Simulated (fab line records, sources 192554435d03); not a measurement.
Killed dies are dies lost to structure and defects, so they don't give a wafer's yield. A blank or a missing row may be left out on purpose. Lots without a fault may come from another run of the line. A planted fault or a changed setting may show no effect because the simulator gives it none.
Chamber matching | flow n5_finfet | N5_BEOL_M12_ETCH_67 on rie_diel-04: 4 sister chambers
The step etches SiARC in CF4, target depth 143 nm, time 238.3 s. 4 wafers are shown with their chamber, then 7 later ones without.

WAFERS WITH THEIR CHAMBER
wafer  | chamber | drypump_motor_current_A (A)
L084.1 | 3       | 6.3
L084.2 | 1       | 5.8
L090.1 | 2       | 6.3
L090.2 | 0       | 5.0

WAFERS WITHOUT THEIR CHAMBER
wafer  | drypump_motor_current_A (A)
L090.3 | 5.8
L094.1 | 6.3
L094.2 | 4.9
L094.5 | 6.3
L093.3 | 5.0
L093.4 | 5.8
L093.5 | 5.0

WHICH CHAMBER EACH WENT THROUGH
wafer  | from the rows above     | in truth
L090.3 | 1                       | 1
L094.1 | can't be placed: 2 or 3 | 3
L094.2 | 0                       | 0
L094.5 | can't be placed: 2 or 3 | 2
L093.3 | 0                       | 0
L093.4 | 1                       | 1
L093.5 | 0                       | 0
Placed correctly: 5 of 7. Can't be placed from these rows: 2 (the true chamber is among the candidates in 2). Placed wrongly: 0.
How it was worked out, from the rows above alone: a wafer's distance from a chamber is the root of the sum, over the readings, of the square of ((its reading less the chamber's mean) divided by the reading's scatter). The wafer belongs to the nearest chamber; if the next one is less than 2 further off, it can't be placed. A chamber's mean is the mean of its shown wafers. The scatter: with one shown wafer a chamber, the root of the mean of the squares of how far each hidden wafer lies from its nearest shown one.
